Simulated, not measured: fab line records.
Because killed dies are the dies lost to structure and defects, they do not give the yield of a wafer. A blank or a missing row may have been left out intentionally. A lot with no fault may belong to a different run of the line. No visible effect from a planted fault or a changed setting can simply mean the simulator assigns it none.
fab line records	flow n5_finfet
record lots=5	wafers=14	last_day=17
route steps=1938 shown BEOL_M11@1580 PASSIVATION@1936
lots that met no fault: taken from a fault-free run of the same line
start_h: hours from the record's opening day to when the first of the lot's shown wafers began	wait_h: hours since the lot's step before	" unchanged from the row above	L1.1+2: one row covering several wafers at once	- value missing, or start not given	* or withheld: withheld	< > ~ a bound
route shown NAME@n: NAME is a module with steps in the file, n the number in the route of the first one	usual: mean/standard deviation of fault-free wafers	same: alike in all rows	chamber/n: place in a boat	sites: readings site by site	_std_site: standard deviation across them	_edge_site: outer sites' mean less inner sites'	radius_mm: how far each site lies from the wafer's centre	mask NAME#n: copy n	behind: tool/chamber where the wafer was last shaped	hold: what put the lot on hold/how long, in hours/how the hold closed	device: the n, p or np transistor that did not switch	end of line: the same wafers' tests at the end of the route	for a step that has no rows: nothing shown but its recipe	killed: at the first sort, the dies lost to defects and structure; wafer yield is something else	map: shows each die of a wafer: x if killed, . if not, _ if none is there
set.NAME: setting as actually run; set.NAME@STEP: the setting as run at that earlier step	model.NAME: the simulator's own value behind a step, which no gauge read
lots at some steps of the route; a table a step, a row a wafer
services: when a tool's chamber went out of use (start_h, in hours from the record's first day, below 0 if earlier), for how many hours, and the reason
## steps
# step N5_BEOL_M11_STRIP_77
# recipe chemistry=N2/H2	time_s=10	power_w=450	temp_c=40	pressure_mtorr=20	rf_frequency_hz=6e+07	bias_power_w=7	n2_flow_sccm=200	h2_flow_sccm=200
# usual drypump_motor_current_A=5.6/0.36	oes_product_au=0.79/0.075	rf_vpp_V=59.4/0.76	showerhead_plenum_p_Torr=2.58/0.086	throttle_valve_pct=23.8/0.32
lot.wafer	tool	chamber	start_h	wait_h	drypump_motor_current_A	oes_product_au	rf_hours_counter_h	rf_vpp_V	showerhead_plenum_p_Torr	throttle_valve_pct
L975.2	rie_diel-02	0	-	-	5.5	0.76	126	60.2	2.56	24.0
L975.3	"	1	"	"	6.1	0.85	64	60.5	2.57	24.1
L975.5	"	3	"	"	5.7	0.88	-	60.3	2.71	23.5
L980.4	rie_diel-05	1	-	-	6.2	0.77	120	58.3	2.57	24.3
L980.6	"	1	"	"	6.2	0.77	-	59.1	2.57	24.3
L985.2	rie_diel-05	0	-	-	5.0	0.89	31	60.7	2.61	24.5
L985.3	"	3	"	"	5.3	0.71	212	58.6	2.40	23.4
L985.5	"	0	"	"	5.0	0.90	-	58.3	2.61	24.5
L988.1	rie_diel-04	1	-	-	5.0	0.72	187	57.7	2.62	23.8
L988.3	"	2	"	"	4.9	0.83	57	58.8	2.57	23.6
L988.6	"	1	"	"	5.0	0.71	-	60.2	2.62	23.8
L972.1	rie_diel-02	3	-	-	5.8	0.85	65	58.6	2.69	23.5
L972.4	"	2	"	"	5.8	0.72	211	60.5	2.62	23.7
L972.6	"	0	"	"	5.6	0.75	-	59.6	2.55	24.0
# step N5_BEOL_M11_OCD_MEAS_38
# usual trench_depth_nm=149.1/2.7
lot.wafer	tool	chamber	start_h	wait_h	trench_depth_nm
L975.2	ocd-02	-	251.47	-	148.1
L975.3	"	-	"	"	150.6
L975.5	"	-	"	"	150.1
L980.4	ocd-02	-	298.92	-	147.6
L980.6	"	-	"	"	146.9
L985.2	ocd-01	-	316.50	-	151.5
L985.3	"	-	"	"	147.8
L985.5	"	-	"	"	150.9
L988.1	ocd-02	-	340.68	-	139.8
L988.3	"	-	"	"	150.7
L988.6	"	-	"	"	139.2
L972.1	ocd-02	-	370.08	-	152.1
L972.4	"	-	"	"	151.6
L972.6	"	-	"	"	147.8
# step N5_BEOL_M11_HM_STRIP_39
# recipe chemistry=peroxide_tin_strip	material=TiN	target_depth_a=250	temp_c=50	time_s=158
# step N5_BEOL_M11_SRD_40
# recipe time_s=30	temp_c=23	rinse_liquid=diw	dry=ipa_marangoni
# step N5_BEOL_M11_PRECLEAN_42
# recipe chemistry=residue_remover	time_s=60	temp_c=40
# step N5_BEOL_M11_SRD_43
# recipe time_s=30	temp_c=23	rinse_liquid=diw	dry=ipa_marangoni
# step N5_BEOL_M11_CD_MEAS_35
# recipe target_cd_nm=70	polarity=opening
# usual cd_nm=70.1/0.66
lot.wafer	tool	chamber	start_h	wait_h	cd_nm
L975.2	cd_sem-02	-	251.63	0.0	71.1
L975.3	"	-	"	"	69.9
L975.5	"	-	"	"	70.3
L980.4	cd_sem-03	-	299.08	0.0	70.4
L980.6	"	-	"	"	70.4
L985.2	cd_sem-01	-	316.77	0.0	69.4
L985.3	"	-	"	"	70.7
L985.5	"	-	"	"	71.1
L988.1	cd_sem-02	-	340.83	0.0	69.9
L988.3	"	-	"	"	69.7
L988.6	"	-	"	"	69.9
L972.1	cd_sem-01	-	370.24	0.0	69.0
L972.4	"	-	"	"	70.1
L972.6	"	-	"	"	69.4
# step N5_BEOL_M11_CURE_72
# recipe temp_c=370	time_s=120	ambient=DMADMS/He	material=SiCOH_lowk
# step N5_BEOL_M11_DEGAS_44
# recipe ambient=vacuum	temp_c=250	time_s=60
# step N5_BEOL_M11_PRE_CLEAN_45
# recipe gas=H2/He	time_s=30	temp_c=250
# usual heater_power_w=321/25
lot.wafer	tool	chamber	start_h	wait_h	heater_power_w
L975.2	pvd_sputter-02	-	252.33	0.0	338
L975.3	"	-	"	"	304
L975.5	"	-	"	"	329
L980.4	pvd_sputter-03	-	299.57	0.0	326
L980.6	"	-	"	"	340
L985.2	pvd_sputter-03	-	317.50	0.0	320
L985.3	"	-	"	"	360
L985.5	"	-	"	"	262
L988.1	pvd_sputter-02	-	341.27	0.0	303
L988.3	"	-	"	"	315
L988.6	"	-	"	"	309
L972.1	pvd_sputter-02	-	370.67	0.0	341
L972.4	"	-	"	"	299
L972.6	"	-	"	"	303
# step N5_BEOL_M11_ALD_74
# recipe material=TaN	target_thk_a=20	temp_c=275	ald_precursor_family=PDMAT	ald_co_reactant=NH3	pressure_torr=3	carrier_flow_sccm=1500	pulse_time_s=2	purge_time_s=3	co_reactant_purge_time_s=2	co_reactant_pulse_time_s=3	ald_cycles=40	precursor_vessel_temp_c=75	precursor_vessel_pressure_torr=26.25	precursor_vessel_carrier_sccm=1000
# usual chamber_pressure_Torr=3.000/0.007	heater_power_outer_w=233/27	heater_power_w=417/44
lot.wafer	tool	chamber	start_h	wait_h	chamber_pressure_Torr	heater_power_outer_w	heater_power_w
L975.2	ald_metal-03	1	252.40	0.1	2.990	238	449
L975.3	"	0	"	"	3.001	215	391
L975.5	"	1	"	"	2.997	235	458
L980.4	ald_metal-03	1	299.64	0.0	2.995	239	453
L980.6	"	2	"	"	3.009	232	440
L985.2	ald_metal-04	2	317.56	0.0	3.002	258	451
L985.3	"	3	"	"	2.990	199	359
L985.5	"	0	"	"	2.996	258	472
L988.1	ald_metal-02	2	341.33	0.0	2.995	242	395
L988.3	"	1	"	"	3.001	204	399
L988.6	"	1	"	"	3.011	198	396
L972.1	ald_metal-03	1	370.73	0.0	2.999	246	454
L972.4	"	0	"	"	2.996	221	394
L972.6	"	1	"	"	2.999	242	446
# step N5_BEOL_M11_SURFACE_TREAT_76
# recipe gas=Ar	time_s=*	ion_energy_ev=*	ion_current_ma_cm2=0.5	pressure_mtorr=*	ar_flow_sccm=30
# usual throttle_valve_pct=*
lot.wafer	tool	chamber	start_h	wait_h	throttle_valve_pct
L975.2	pvd_sputter-02	-	254.26	1.7	*
L975.3	"	-	"	"	*
L975.5	"	-	"	"	*
L980.4	pvd_sputter-02	-	299.96	0.2	*
L980.6	"	-	"	"	*
L985.2	pvd_sputter-03	-	318.14	0.4	*
L985.3	"	-	"	"	*
L985.5	"	-	"	"	*
L988.1	pvd_sputter-01	-	341.64	0.2	*
L988.3	"	-	"	"	*
L988.6	"	-	"	"	*
L972.1	pvd_sputter-01	-	371.11	0.2	*
L972.4	"	-	"	"	*
L972.6	"	-	"	"	*
# step N5_BEOL_M11_CVD_75
# recipe material=Co	target_thk_a=20	temp_c=withheld	precursor=CCTBA/H2	pressure_torr=30	time_s=138.9
# usual chamber_pressure_Torr=30.00/0.068	run_length_s=162.0/0.63
lot.wafer	tool	chamber	start_h	wait_h	chamber_pressure_Torr	run_length_s
L975.2	cvd_co-02	2	254.55	0.3	30.08	162.5
L975.3	"	0	"	"	30.01	162.7
L975.5	"	0	"	"	29.93	162.9
L980.4	cvd_co-02	0	300.07	0.1	29.95	203.6
L980.6	"	2	"	"	30.00	203.1
L985.2	cvd_co-01	0	318.20	0.0	30.15	162.2
L985.3	"	2	"	"	30.06	161.5
L985.5	"	2	"	"	30.11	161.6
L988.1	cvd_co-01	1	341.81	0.1	30.15	161.9
L988.3	"	2	"	"	29.94	161.8
L988.6	"	2	"	"	29.95	161.6
L972.1	cvd_co-02	0	371.40	0.3	30.02	162.5
L972.4	"	1	"	"	29.95	161.3
L972.6	"	0	"	"	30.04	162.4
# step N5_BEOL_M11_SPUTTER_48
# recipe material=Cu	target_thk_a=120	temp_c=-20	bias_v=60	power_w=26000	chamber_pressure_pa=0.13	time_s=2
# usual throttle_valve_pct=29.3/1.2
lot.wafer	tool	chamber	start_h	wait_h	throttle_valve_pct
L975.2	pvd_sputter-03	-	256.47	1.9	27.5
L975.3	"	-	"	"	27.9
L975.5	"	-	"	"	29.1
L980.4	pvd_sputter-02	-	300.18	0.1	29.9
L980.6	"	-	"	"	29.8
L985.2	pvd_sputter-02	-	318.54	0.3	29.9
L985.3	"	-	"	"	31.4
L985.5	"	-	"	"	31.5
L988.1	pvd_sputter-01	-	342.16	0.3	29.5
L988.3	"	-	"	"	28.3
L988.6	"	-	"	"	29.4
L972.1	pvd_sputter-03	-	373.24	1.8	27.4
L972.4	"	-	"	"	29.2
L972.6	"	-	"	"	28.3
# step N5_PASSIVATION_PROBE_49
# usual defect_limited_yield=91.0/1.3	killed_at_M0_to_M3=33/10	killed_at_M4_up=14/5.6	killed_at_contacts=12/5.8	killed_at_front_end=43/11	killed_at_other=4.1/2.8	killed_dies=106/15	killed_open=70/12	killed_short=34/7.5	sort_bin_5_function=5.3/0.88	sort_bin_6_memory=3.3/0.64	sort_n_pass=1074/15	sort_yield_pct=91.0/1.3
# same gross_dies=1180	killed_at_back_side=0	sort_bin_4_leakage[%]=0	sort_bin_8_speed[%]=0
lot.wafer	tool	chamber	start_h	wait_h	defect_limited_yield[%]	killed_at_M0_to_M3	killed_at_M4_up	killed_at_contacts	killed_at_front_end	killed_at_other	killed_dies	killed_open	killed_short	sort_bin_5_function[%]	sort_bin_6_memory[%]	sort_n_pass	sort_yield_pct[%]
L972.1	prober-01	-	408.06	0.0	89.3	34	21	18	52	1	126	78	47	6.2	4.4	1054	89.3
L972.4	prober-01	-	408.21	0.2	90.5	22	20	10	59	1	112	79	33	6.2	3.2	1068	90.5
L972.6	prober-01	-	408.31	0.3	88.6	35	21	18	57	4	135	82	52	6.4	4.4	1045	88.6
# killed by level:class
L972.1 FIN_SAQP:geometric_particle:open=15 MOL_CONTACT_COAG:geometric_particle:open=14 BEOL_M0_SAQP:geometric_particle:short=12 BEOL_M4:geometric_particle:open=10 STI_FIN_REVEAL:geometric_particle:open=8 FIN_SAQP:geometric_particle:short=7 BEOL_M0_SAQP:geometric_particle:open=7 GATE_CUT:geometric_particle:short=6
L972.4 FIN_SAQP:geometric_particle:open=22 FIN_SAQP:geometric_particle:short=16 MOL_CONTACT_COAG:geometric_particle:open=10 BEOL_M3:geometric_particle:open=8 BEOL_M4:geometric_particle:open=8 STI_FIN_REVEAL:geometric_particle:open=6 GATE_CUT:geometric_particle:open=3 GATE_CUT:geometric_particle:short=3
L972.6 MOL_CONTACT_COAG:geometric_particle:open=13 STI_FIN_REVEAL:geometric_particle:open=12 BEOL_M2:geometric_particle:open=11 GATE_CUT:geometric_particle:short=9 FIN_SAQP:geometric_particle:short=8 GATE_CUT:geometric_particle:open=7 BEOL_M0_SAQP:geometric_particle:short=7 BEOL_M0_SAQP:geometric_particle:open=7
## services
tool	chamber	start_h	hours	kind
cvd_co-01	-	228.38	6.9	pm
rie_diel-05	1	230.47	5.5	repair
rie_diel-02	1	230.65	2.4	repair
rie_diel-04	3	248.14	-	clean
rie_diel-04	3	248.14	-	consumable_replace:focus_ring
rie_diel-04	3	248.14	17.8	scheduled_down
rie_diel-04	3	248.14	17.8	vent_cycle
cvd_co-01	-	253.77	3.2	repair
cvd_co-02	-	259.45	4.3	pm
rie_diel-05	3	263.47	13.5	repair
cvd_co-01	0	275.61	34.9	repair
rie_diel-02	3	294.20	9.6	repair
pvd_sputter-02	-	302.85	7.1	repair
ald_metal-02	0	304.34	9.4	repair
pvd_sputter-01	-	320.59	12.8	repair
ald_metal-04	1	323.35	26.0	repair
rie_diel-04	3	330.35	22.4	repair
cvd_co-02	1	333.33	-	clean
cvd_co-02	1	333.33	22.0	scheduled_down
cvd_co-02	1	333.33	22.0	vent_cycle
cvd_co-01	-	333.53	0.4	repair
ald_metal-02	1	343.60	42.3	repair
ald_metal-02	3	346.31	3.3	repair
rie_diel-04	0	370.65	-	clean
## key
first_sign step=N5_BEOL_M11_CVD_75	reading=run_length_s	direction=up	sigmas=66	usual=*	struck=*
effect none on later readings
met_at N5_BEOL_M11_CVD_75
struck_wafers L980.4,L980.6
onset_between 254.55 300.07
fault kind=process_parameter_drift	tool=cvd_co-02	chamber=-	onset_h=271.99	steps=N5_BEOL_M11_CVD_75	channel=time_s	offset=*	shape=step	end_h=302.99	scope=struck_wafers_only	acts_in=*	stated=*
